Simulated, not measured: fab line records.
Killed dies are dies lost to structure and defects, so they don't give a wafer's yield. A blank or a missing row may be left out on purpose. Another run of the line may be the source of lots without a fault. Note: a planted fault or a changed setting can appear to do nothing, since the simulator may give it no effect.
fab line records :: flow nand_harc
[record]
  lots = 5
  wafers = 15
  last_day = 33
route steps=1302 shown P_ZERO_WELL@44
lots untouched by any fault: they come from a run of this same line in which no faults occurred
start_h: hours from the record's opening day to when the first of the lot's shown wafers began :: wait_h: time in hours since the lot's previous step :: " identical to the entry in the row above :: L1.1+2: several wafers, shown together as one row :: - no value present, or no start provided :: * or withheld: withheld :: < > ~ a bound
route shown NAME@n: NAME is a module with steps in the file, n the number in the route of the first one :: usual: mean/standard deviation taken from wafers without a fault :: same: alike in all rows :: chamber/n: place in a boat :: sites: the reading at each site :: _std_site: standard deviation across them :: _edge_site: mean of outer sites minus mean of inner sites :: radius_mm: how far each site lies from the wafer's centre :: mask NAME#n: copy n :: behind: tool/chamber where the wafer was last shaped :: hold: what put the lot on hold/how long, in hours/how the hold closed :: device: the n, p or np transistor that did not switch :: end of line: the route-end tests of the same wafers :: a step with no rows: only its recipe :: killed: at the first sort, the dies lost to defects and structure; wafer yield is something else :: map: dies across one wafer; x = killed, . = not, _ = none there
set.NAME: the run value of the setting; set.NAME@STEP: its run value at that earlier step :: model.NAME: the simulator's own value behind a step, which no gauge read
lots seen at some steps along the route; tables by step, rows by wafer
services: when a tool's chamber went out of use (start_h, in hours from the record's first day, below 0 if earlier), for how many hours, and the reason
[[steps]]
[step NHARC_P_ZERO_WELL_CD_MEAS_37]
[recipe]
  target_cd_nm = 720
  landing_energy_ev = 500
[usual]
  cd_nm = 720.6/2.4
lot.wafer: L539.2
tool: cd_sem-02
chamber: 0
start_h: 94.10
wait_h: -
cd_nm: 719.9

lot.wafer: L539.3
tool: cd_sem-02
chamber: 0
start_h: 94.10
wait_h: -
cd_nm: 716.0

lot.wafer: L539.5
tool: cd_sem-02
chamber: 0
start_h: 94.10
wait_h: -
cd_nm: 721.9

lot.wafer: L542.3
tool: cd_sem-02
chamber: 0
start_h: 126.08
wait_h: -
cd_nm: 722.4

lot.wafer: L542.4
tool: cd_sem-02
chamber: 0
start_h: 126.08
wait_h: -
cd_nm: 720.8

lot.wafer: L542.5
tool: cd_sem-02
chamber: 0
start_h: 126.08
wait_h: -
cd_nm: 718.4

lot.wafer: L544.1
tool: cd_sem-03
chamber: 0
start_h: 144.25
wait_h: -
cd_nm: 719.3

lot.wafer: L544.2
tool: cd_sem-03
chamber: 0
start_h: 144.25
wait_h: -
cd_nm: 723.3

lot.wafer: L544.3
tool: cd_sem-03
chamber: 0
start_h: 144.25
wait_h: -
cd_nm: 722.5

lot.wafer: L552.2
tool: cd_sem-02
chamber: 0
start_h: 224.92
wait_h: -
cd_nm: 718.5

lot.wafer: L552.3
tool: cd_sem-02
chamber: 0
start_h: 224.92
wait_h: -
cd_nm: 722.9

lot.wafer: L552.5
tool: cd_sem-02
chamber: 0
start_h: 224.92
wait_h: -
cd_nm: 718.5

lot.wafer: L555.4
tool: cd_sem-02
chamber: 0
start_h: 254.36
wait_h: -
cd_nm: 722.3

lot.wafer: L555.5
tool: cd_sem-02
chamber: 0
start_h: 254.36
wait_h: -
cd_nm: 720.8

lot.wafer: L555.6
tool: cd_sem-02
chamber: 0
start_h: 254.36
wait_h: -
cd_nm: 716.4
[step NHARC_P_ZERO_WELL_HARDBAKE_38]
[recipe]
  temp_c = 125
  time_s = 80
[step NHARC_P_ZERO_WELL_DESCUM_39]
[recipe]
  time_s = 3
  o2_flow_sccm = 200
  ar_flow_sccm = 0
  bias_power_w = 0
  chemistry = O2
[usual]
  drypump_motor_current_A = 5.6/0.43
  oes_product_au = 1.004/0.012
  rf_vpp_V = 57.8/0.92
  showerhead_plenum_p_Torr = 1.91/0.096
  throttle_valve_pct = 11.311/0.009
lot.wafer: L539.3
tool: rie_diel-13
chamber: 2
start_h: 94.27
wait_h: -
drypump_motor_current_A: 6.0
oes_product_au: 1.018
rf_hours_counter_h: 35
rf_vpp_V: 57.7
showerhead_plenum_p_Torr: 1.93
throttle_valve_pct: 11.318

lot.wafer: L539.2
tool: rie_diel-13
chamber: 3
start_h: 94.27
wait_h: -
drypump_motor_current_A: 5.2
oes_product_au: 1.027
rf_hours_counter_h: 35
rf_vpp_V: 57.9
showerhead_plenum_p_Torr: 1.98
throttle_valve_pct: 11.314

lot.wafer: L539.5
tool: rie_diel-13
chamber: 2
start_h: 94.27
wait_h: -
drypump_motor_current_A: 6.0
oes_product_au: 1.010
rf_hours_counter_h: -
rf_vpp_V: 57.9
showerhead_plenum_p_Torr: 1.93
throttle_valve_pct: 11.307

lot.wafer: L542.4
tool: rie_diel-13
chamber: 1
start_h: 126.24
wait_h: -
drypump_motor_current_A: 6.1
oes_product_au: 1.013
rf_hours_counter_h: 43
rf_vpp_V: 56.5
showerhead_plenum_p_Torr: 1.78
throttle_valve_pct: 11.319

lot.wafer: L542.3
tool: rie_diel-13
chamber: 2
start_h: 126.24
wait_h: -
drypump_motor_current_A: 6.1
oes_product_au: 1.025
rf_hours_counter_h: 44
rf_vpp_V: 57.1
showerhead_plenum_p_Torr: 1.93
throttle_valve_pct: 11.315

lot.wafer: L542.5
tool: rie_diel-13
chamber: 1
start_h: 126.24
wait_h: -
drypump_motor_current_A: 6.1
oes_product_au: 1.005
rf_hours_counter_h: -
rf_vpp_V: 58.2
showerhead_plenum_p_Torr: 1.78
throttle_valve_pct: 11.300

lot.wafer: L544.2
tool: rie_diel-04
chamber: 1
start_h: 144.41
wait_h: -
drypump_motor_current_A: 6.0
oes_product_au: 1.010
rf_hours_counter_h: 46
rf_vpp_V: 56.5
showerhead_plenum_p_Torr: 1.79
throttle_valve_pct: 11.314

lot.wafer: L544.3
tool: rie_diel-04
chamber: 3
start_h: 144.41
wait_h: -
drypump_motor_current_A: 5.5
oes_product_au: 0.997
rf_hours_counter_h: 39
rf_vpp_V: 55.8
showerhead_plenum_p_Torr: 1.76
throttle_valve_pct: 11.302

lot.wafer: L544.1
tool: rie_diel-04
chamber: 0
start_h: 144.41
wait_h: -
drypump_motor_current_A: 5.3
oes_product_au: 1.011
rf_hours_counter_h: 46
rf_vpp_V: 58.8
showerhead_plenum_p_Torr: 2.01
throttle_valve_pct: 11.321

lot.wafer: L552.3
tool: rie_diel-13
chamber: 0
start_h: 225.10
wait_h: -
drypump_motor_current_A: 5.5
oes_product_au: 1.029
rf_hours_counter_h: 17
rf_vpp_V: 57.5
showerhead_plenum_p_Torr: 1.99
throttle_valve_pct: 11.323

lot.wafer: L552.2
tool: rie_diel-13
chamber: 2
start_h: 225.10
wait_h: -
drypump_motor_current_A: 6.0
oes_product_au: 0.998
rf_hours_counter_h: 18
rf_vpp_V: 57.7
showerhead_plenum_p_Torr: 1.92
throttle_valve_pct: 11.319

lot.wafer: L552.5
tool: rie_diel-13
chamber: 3
start_h: 225.10
wait_h: -
drypump_motor_current_A: 5.2
oes_product_au: 1.009
rf_hours_counter_h: -
rf_vpp_V: 57.9
showerhead_plenum_p_Torr: 1.96
throttle_valve_pct: 11.318

lot.wafer: L555.4
tool: rie_diel-13
chamber: 0
start_h: 254.54
wait_h: -
drypump_motor_current_A: 5.5
oes_product_au: 1.013
rf_hours_counter_h: 27
rf_vpp_V: 58.5
showerhead_plenum_p_Torr: 1.99
throttle_valve_pct: 11.316

lot.wafer: L555.6
tool: rie_diel-13
chamber: 2
start_h: 254.54
wait_h: -
drypump_motor_current_A: 6.0
oes_product_au: 0.994
rf_hours_counter_h: -
rf_vpp_V: 58.2
showerhead_plenum_p_Torr: 1.91
throttle_valve_pct: 11.309

lot.wafer: L555.5
tool: rie_diel-13
chamber: 3
start_h: 254.54
wait_h: -
drypump_motor_current_A: 5.2
oes_product_au: 1.016
rf_hours_counter_h: -
rf_vpp_V: 56.1
showerhead_plenum_p_Torr: 1.96
throttle_valve_pct: 11.306
[step NHARC_P_ZERO_WELL_IMPLANT_40]
[recipe]
  energy_kev = 300
  dose_cm2 = 1e+13
  tilt_deg = 7
[step NHARC_P_ZERO_WELL_IMPLANT_59]
[recipe]
  energy_kev = 120
  dose_cm2 = 5e+12
  tilt_deg = 7
[step NHARC_P_ZERO_WELL_IMPLANT_60]
[recipe]
  energy_kev = 30
  dose_cm2 = 2e+12
  tilt_deg = 7
[step NHARC_P_ZERO_WELL_STRIP_41]
[recipe]
  time_s = 840
  temp_c = 130
  chemistry = SPM
[step NHARC_P_ZERO_WELL_DEHYDRATE_44]
[recipe]
  temp_c = 150
  time_s = 120
[step NHARC_P_ZERO_WELL_HMDS_45]
[recipe]
  time_s = 30
[step NHARC_P_ZERO_WELL_COAT_46]
[recipe]
  spin_rpm = withheld
[step NHARC_P_ZERO_WELL_SOFTBAKE_47]
[recipe]
  temp_c = 122
  time_s = 95
[step NHARC_P_ZERO_WELL_EBR_48]
[step NHARC_P_ZERO_WELL_EXPOSE_49]
[recipe]
  na = 0.6
  target_cd_nm = 2000
  dose_mj = 22.64
  mask_id = P_HVPW
lot.wafer: L539.2+3+5
tool: krf_scanner-01
chamber: 0
start_h: 95.46
wait_h: -
mask: P_HVPW#0

lot.wafer: L542.3+4+5
tool: krf_scanner-04
chamber: 0
start_h: 127.44
wait_h: -
mask: P_HVPW_R1#0

lot.wafer: L544.1+2+3
tool: krf_scanner-04
chamber: 0
start_h: 145.73
wait_h: -
mask: P_HVPW#0

lot.wafer: L552.2+3+5
tool: krf_scanner-04
chamber: 0
start_h: 226.42
wait_h: -
mask: P_HVPW#0

lot.wafer: L555.4+5+6
tool: krf_scanner-01
chamber: 0
start_h: 255.86
wait_h: -
mask: P_HVPW#0
[step NHARC_P_ZERO_WELL_PEB_50]
[recipe]
  peb_temp_c = 118
  peb_time_s = 85
[step NHARC_P_ZERO_WELL_DEVELOP_51]
[recipe]
  time_s = 70
[step NHARC_P_ZERO_WELL_CD_MEAS_52]
[recipe]
  target_cd_nm = 2000
  landing_energy_ev = 500
[usual]
  cd_nm = 1999.9/2.1
lot.wafer: L539.2
tool: cd_sem-03
chamber: 0
start_h: 95.61
wait_h: -
cd_nm: 1999.3

lot.wafer: L539.3
tool: cd_sem-03
chamber: 0
start_h: 95.61
wait_h: -
cd_nm: 1999.2

lot.wafer: L539.5
tool: cd_sem-03
chamber: 0
start_h: 95.61
wait_h: -
cd_nm: 2000.3

lot.wafer: L542.3
tool: cd_sem-01
chamber: 0
start_h: 127.59
wait_h: -
cd_nm: 1953.7

lot.wafer: L542.4
tool: cd_sem-01
chamber: 0
start_h: 127.59
wait_h: -
cd_nm: 1954.6

lot.wafer: L542.5
tool: cd_sem-01
chamber: 0
start_h: 127.59
wait_h: -
cd_nm: 1954.4

lot.wafer: L544.1
tool: cd_sem-01
chamber: 0
start_h: 145.88
wait_h: -
cd_nm: 2000.4

lot.wafer: L544.2
tool: cd_sem-01
chamber: 0
start_h: 145.88
wait_h: -
cd_nm: 1999.1

lot.wafer: L544.3
tool: cd_sem-01
chamber: 0
start_h: 145.88
wait_h: -
cd_nm: 1996.8

lot.wafer: L552.2
tool: cd_sem-01
chamber: 0
start_h: 226.57
wait_h: -
cd_nm: 2004.1

lot.wafer: L552.3
tool: cd_sem-01
chamber: 0
start_h: 226.57
wait_h: -
cd_nm: 2000.1

lot.wafer: L552.5
tool: cd_sem-01
chamber: 0
start_h: 226.57
wait_h: -
cd_nm: 2003.8

lot.wafer: L555.4
tool: cd_sem-02
chamber: 0
start_h: 256.00
wait_h: -
cd_nm: 2001.4

lot.wafer: L555.5
tool: cd_sem-02
chamber: 0
start_h: 256.00
wait_h: -
cd_nm: 2002.9

lot.wafer: L555.6
tool: cd_sem-02
chamber: 0
start_h: 256.00
wait_h: -
cd_nm: 2002.3
[step NHARC_P_ZERO_WELL_HARDBAKE_53]
[recipe]
  temp_c = 125
  time_s = 80
[step NHARC_P_ZERO_WELL_DESCUM_54]
[recipe]
  time_s = 3
  o2_flow_sccm = 200
  ar_flow_sccm = 0
  bias_power_w = 0
  chemistry = O2
[usual]
  drypump_motor_current_A = 5.6/0.45
  oes_product_au = 1.003/0.014
  rf_vpp_V = 57.8/0.92
  showerhead_plenum_p_Torr = 1.92/0.092
  throttle_valve_pct = 11.311/0.0086
lot.wafer: L539.3
tool: rie_diel-13
chamber: 0
start_h: 95.77
wait_h: -
drypump_motor_current_A: 5.5
oes_product_au: 1.022
rf_hours_counter_h: 31
rf_vpp_V: 57.5
showerhead_plenum_p_Torr: 2.00
throttle_valve_pct: 11.314
model.P_ZERO_WELL.cd_nm: 1999

lot.wafer: L539.2
tool: rie_diel-13
chamber: 1
start_h: 95.77
wait_h: -
drypump_motor_current_A: 6.1
oes_product_au: 1.006
rf_hours_counter_h: 31
rf_vpp_V: 57.4
showerhead_plenum_p_Torr: 1.78
throttle_valve_pct: 11.320
model.P_ZERO_WELL.cd_nm: 1999

lot.wafer: L539.5
tool: rie_diel-13
chamber: 0
start_h: 95.77
wait_h: -
drypump_motor_current_A: 5.5
oes_product_au: 1.012
rf_hours_counter_h: -
rf_vpp_V: 58.2
showerhead_plenum_p_Torr: 2.00
throttle_valve_pct: 11.313
model.P_ZERO_WELL.cd_nm: 2000

lot.wafer: L542.4
tool: rie_diel-02
chamber: 0
start_h: 127.76
wait_h: -
drypump_motor_current_A: 6.4
oes_product_au: 0.993
rf_hours_counter_h: 22
rf_vpp_V: 58.4
showerhead_plenum_p_Torr: 2.02
throttle_valve_pct: 11.321
model.P_ZERO_WELL.cd_nm: 1954

lot.wafer: L542.3
tool: rie_diel-02
chamber: 2
start_h: 127.76
wait_h: -
drypump_motor_current_A: 5.3
oes_product_au: 0.976
rf_hours_counter_h: 27
rf_vpp_V: 57.8
showerhead_plenum_p_Torr: 1.91
throttle_valve_pct: 11.301
model.P_ZERO_WELL.cd_nm: 1953

lot.wafer: L542.5
tool: rie_diel-02
chamber: 3
start_h: 127.76
wait_h: -
drypump_motor_current_A: 5.1
oes_product_au: 0.985
rf_hours_counter_h: -
rf_vpp_V: 58.2
showerhead_plenum_p_Torr: 1.93
throttle_valve_pct: 11.314
model.P_ZERO_WELL.cd_nm: 1955

lot.wafer: L544.1
tool: rie_diel-13
chamber: 2
start_h: 146.11
wait_h: -
drypump_motor_current_A: 6.0
oes_product_au: 1.020
rf_hours_counter_h: 49
rf_vpp_V: 58.0
showerhead_plenum_p_Torr: 1.93
throttle_valve_pct: 11.312
model.P_ZERO_WELL.cd_nm: 1999

lot.wafer: L544.3
tool: rie_diel-13
chamber: 0
start_h: 146.11
wait_h: -
drypump_motor_current_A: 5.5
oes_product_au: 1.023
rf_hours_counter_h: 47
rf_vpp_V: 58.8
showerhead_plenum_p_Torr: 2.00
throttle_valve_pct: 11.318
model.P_ZERO_WELL.cd_nm: 1997

lot.wafer: L544.2
tool: rie_diel-13
chamber: 1
start_h: 146.11
wait_h: -
drypump_motor_current_A: 6.1
oes_product_au: 1.013
rf_hours_counter_h: 47
rf_vpp_V: 58.1
showerhead_plenum_p_Torr: 1.78
throttle_valve_pct: 11.314
model.P_ZERO_WELL.cd_nm: 2000

lot.wafer: L552.3
tool: rie_diel-02
chamber: 1
start_h: 226.76
wait_h: -
drypump_motor_current_A: 5.7
oes_product_au: 0.996
rf_hours_counter_h: 0
rf_vpp_V: 58.5
showerhead_plenum_p_Torr: 1.78
throttle_valve_pct: 11.304
model.P_ZERO_WELL.cd_nm: 2000

lot.wafer: L552.2
tool: rie_diel-02
chamber: 2
start_h: 226.76
wait_h: -
drypump_motor_current_A: 5.3
oes_product_au: 1.011
rf_hours_counter_h: 0
rf_vpp_V: 59.0
showerhead_plenum_p_Torr: 1.90
throttle_valve_pct: 11.318
model.P_ZERO_WELL.cd_nm: 2003

lot.wafer: L552.5
tool: rie_diel-02
chamber: 1
start_h: 226.76
wait_h: -
drypump_motor_current_A: 5.7
oes_product_au: 1.013
rf_hours_counter_h: -
rf_vpp_V: 58.3
showerhead_plenum_p_Torr: 1.78
throttle_valve_pct: 11.301
model.P_ZERO_WELL.cd_nm: 2003

lot.wafer: L555.4
tool: rie_diel-02
chamber: 1
start_h: 256.18
wait_h: -
drypump_motor_current_A: 5.7
oes_product_au: 0.995
rf_hours_counter_h: 10
rf_vpp_V: 58.2
showerhead_plenum_p_Torr: 1.77
throttle_valve_pct: 11.307
model.P_ZERO_WELL.cd_nm: 2001

lot.wafer: L555.6
tool: rie_diel-02
chamber: 3
start_h: 256.18
wait_h: -
drypump_motor_current_A: 5.1
oes_product_au: 0.992
rf_hours_counter_h: -
rf_vpp_V: 58.2
showerhead_plenum_p_Torr: 1.92
throttle_valve_pct: 11.304
model.P_ZERO_WELL.cd_nm: 2002

lot.wafer: L555.5
tool: rie_diel-02
chamber: 0
start_h: 256.18
wait_h: -
drypump_motor_current_A: 6.4
oes_product_au: 0.998
rf_hours_counter_h: -
rf_vpp_V: 58.3
showerhead_plenum_p_Torr: 2.01
throttle_valve_pct: 11.308
model.P_ZERO_WELL.cd_nm: 2003
[step NHARC_P_ZERO_WELL_IMPLANT_55]
[recipe]
  energy_kev = 180
  dose_cm2 = 8e+11
  tilt_deg = 7
[[services]]
tool: rie_diel-02
chamber: 3
start_h: 70.49
hours: 7.2
kind: repair

tool: rie_diel-13
chamber: 0
start_h: 71.27
hours: -
kind: clean

tool: rie_diel-13
chamber: 1
start_h: 71.27
hours: -
kind: clean

tool: rie_diel-13
chamber: 2
start_h: 71.27
hours: -
kind: clean

tool: rie_diel-13
chamber: 3
start_h: 71.27
hours: -
kind: clean

tool: rie_diel-13
chamber: 0
start_h: 95.77
hours: -
kind: clean

tool: rie_diel-13
chamber: 1
start_h: 95.77
hours: -
kind: clean

tool: rie_diel-13
chamber: 2
start_h: 95.77
hours: -
kind: clean

tool: rie_diel-13
chamber: 3
start_h: 95.77
hours: -
kind: clean

tool: rie_diel-04
chamber: 3
start_h: 117.91
hours: 8.2
kind: repair

tool: rie_diel-13
chamber: 0
start_h: 122.55
hours: -
kind: clean

tool: rie_diel-13
chamber: 1
start_h: 122.55
hours: -
kind: clean

tool: krf_scanner-01
chamber: -
start_h: 123.32
hours: 0.2
kind: repair

tool: krf_scanner-01
chamber: -
start_h: 140.00
hours: 4.0
kind: pm

tool: rie_diel-13
chamber: -
start_h: 165.06
hours: 9.0
kind: pm

tool: rie_diel-04
chamber: -
start_h: 178.05
hours: 9.0
kind: pm

tool: rie_diel-02
chamber: 1
start_h: 178.38
hours: 5.0
kind: repair

tool: krf_scanner-04
chamber: -
start_h: 182.00
hours: 4.0
kind: pm

tool: rie_diel-04
chamber: 0
start_h: 206.95
hours: 14.8
kind: repair

tool: rie_diel-02
chamber: -
start_h: 217.62
hours: 9.0
kind: pm

tool: rie_diel-04
chamber: 3
start_h: 220.18
hours: 7.9
kind: repair

tool: krf_scanner-04
chamber: -
start_h: 227.62
hours: 0.6
kind: repair

tool: krf_scanner-01
chamber: -
start_h: 238.46
hours: 1.7
kind: repair

tool: rie_diel-02
chamber: -
start_h: 254.62
hours: 0.6
kind: repair
[[key]]
[first_sign]
  step = NHARC_P_ZERO_WELL_EXPOSE_49
  reading = mask
  direction = changed
[effect]
  step = NHARC_P_ZERO_WELL_CD_MEAS_52
  reading = cd_nm
  direction = down
  sigmas = 22
  usual = 1999.9
  struck = 1954.2
[model_effect]
  step = NHARC_P_ZERO_WELL_DESCUM_54
  value = P_ZERO_WELL.cd_nm
  without = 2001
  struck = 1954
met_at NHARC_P_ZERO_WELL_EXPOSE_49
struck_wafers L542.3,L542.4,L542.5
tester_left_out L542
[fault]
  kind = wrong_mask
  tool = any
  chamber = -
  onset_h = 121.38
  steps = NHARC_P_ZERO_WELL_EXPOSE_49
  aux_copy = P_HVPW_R1#0
  cd_offset_nm = -46.836
  scope = struck_lots_only
// tester_left_out: of these lots the tester's yield and bins aren't shown, on N5 and GAA mostly nor the transistor test; their killed dies are dies lost to structure and defects alone, not to doping, threshold or leakage, so they don't give the yield
